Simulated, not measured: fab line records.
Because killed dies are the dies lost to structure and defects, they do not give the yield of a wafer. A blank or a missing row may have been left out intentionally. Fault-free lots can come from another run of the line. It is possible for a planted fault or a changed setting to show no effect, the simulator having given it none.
A lot that was struck, set against a sound lot :: flow n5-finfet :: 15 out of 1938 route steps
Sound: wafers L907.2, L907.4, L907.6. Wafers L903.2, L903.4, L903.6 were the ones struck. At the end, the cause is stated.
For every step that has rows: the tool of each side, followed by ch and its chambers, followed by its first start. Under that, the readings that differ: sound wafers :: struck wafers :: difference of the means :: sigmas: that difference in standard deviations of wafers without a fault.
alike: same words and numbers on both sides, and readings whose means sit less than 2 such deviations apart. not compared: any withheld reading, any reading some wafer has no value for, any bound like >300 that may hide the same value, and any number with overlapping values for which the record gives no deviation.
The two part at a step that has a row with sigmas, a row that says differs or no value, or rows on one side only. Numbers that have no deviation but don't overlap get no sigmas and don't part them. A reading missing from all wafers of one side parts the sides only when that side holds two or more wafers.

first, 3 steps without rows for these wafers: N5_BEOL_M5_SRD_40 (time 30 s); N5_BEOL_M5_PRECLEAN_42 (cleans in residue remover, time 60 s); N5_BEOL_M5_SRD_43 (time 30 s).
N5_BEOL_M5_CD_MEAS_35: target cd 28 nm, target cd y 24 nm.
  sound on cd-sem-03 at day 9 22:12; struck on cd-sem-01 at day 9 04:17
  alike: cd-nm
N5_BEOL_M5_CURE_80: cures SiCOH lowk, time 120 s.
  sound on uv-cure-01 ch 0, day 9 22:32; struck on uv-cure-01 ch 2, day 9 04:37
  alike: lamp-power-pct, wafer_temp_C_max
then, 2 steps without rows for these wafers: N5_BEOL_M5_DEGAS_44 (time 60 s); N5_BEOL_M5_PRE_CLEAN_45 (time 30 s).
N5_BEOL_M5_ALD_86: deposits TaN, pulse time 2 s, purge time 3 s, co reactant purge time 2 s.
  sound on ald-metal-02 ch 0,1,2, day 9 22:58; struck on ald-metal-02 ch 2,3, day 9 05:17
  alike: chamber-pressure-Torr, heater-power-w
N5_BEOL_M5_SURFACE_TREAT_87:
  sound on pvd-sputter-03 at day 9 23:21; struck on pvd-sputter-01 at day 9 05:37
  not compared: throttle-valve-pct
then, 1 step without rows for these wafers: N5_BEOL_M5_CVD_47 (deposits Co from CCTBA/H2, target thk 3 nm, time 216 s).
N5_BEOL_M5_SPUTTER_48: material Cu, target thk 15 nm, time 27.62 s.
  sound on pvd-sputter-01 at day 9 23:56; struck on pvd-sputter-01 at day 9 06:09
  alike: chamber-pressure-pa, chuck-gas-flow-sccm, chuck-sensor-temp-C, throttle-valve-pct
N5_BEOL_M5_ANNEAL_49: time 1800 s.
  sound on pvd-sputter-01 at day 10 00:01; struck on pvd-sputter-01 at day 9 06:14
  alike: heater-power-w
N5_BEOL_M5_SPUTTER_81: material Cu, target thk 15 nm, time 27.62 s.
  sound on pvd-sputter-01 at day 10 01:02; struck on pvd-sputter-01 at day 9 07:14
  no value came back on the struck wafers for chamber-pressure-pa (Pa), chuck-gas-flow-sccm (sccm), chuck-sensor-temp-C (C), throttle-valve-pct (%); on the sound wafers chamber-pressure-pa (Pa) reads 0.06986 0.06996 0.06968
then, 1 step without rows for these wafers: N5_BEOL_M5_ANNEAL_82 (time 1800 s).
-- a jump in the record: the struck wafers' starts before and after are 4 days apart (it breaks off in module BEOL_M5 and resumes in module PASSIVATION, where the first step shown is number 1936 of the route) --
N5_PASSIVATION_PROBE_49:
  record: rows for the struck wafers here (prober-02, day 13 15:51), none for the sound ones

## WHERE THEY PART
Earliest at N5_BEOL_M5_SPUTTER_81; latest, in this record, at N5_PASSIVATION_PROBE_49.

WHY: what had been put in by the simulator
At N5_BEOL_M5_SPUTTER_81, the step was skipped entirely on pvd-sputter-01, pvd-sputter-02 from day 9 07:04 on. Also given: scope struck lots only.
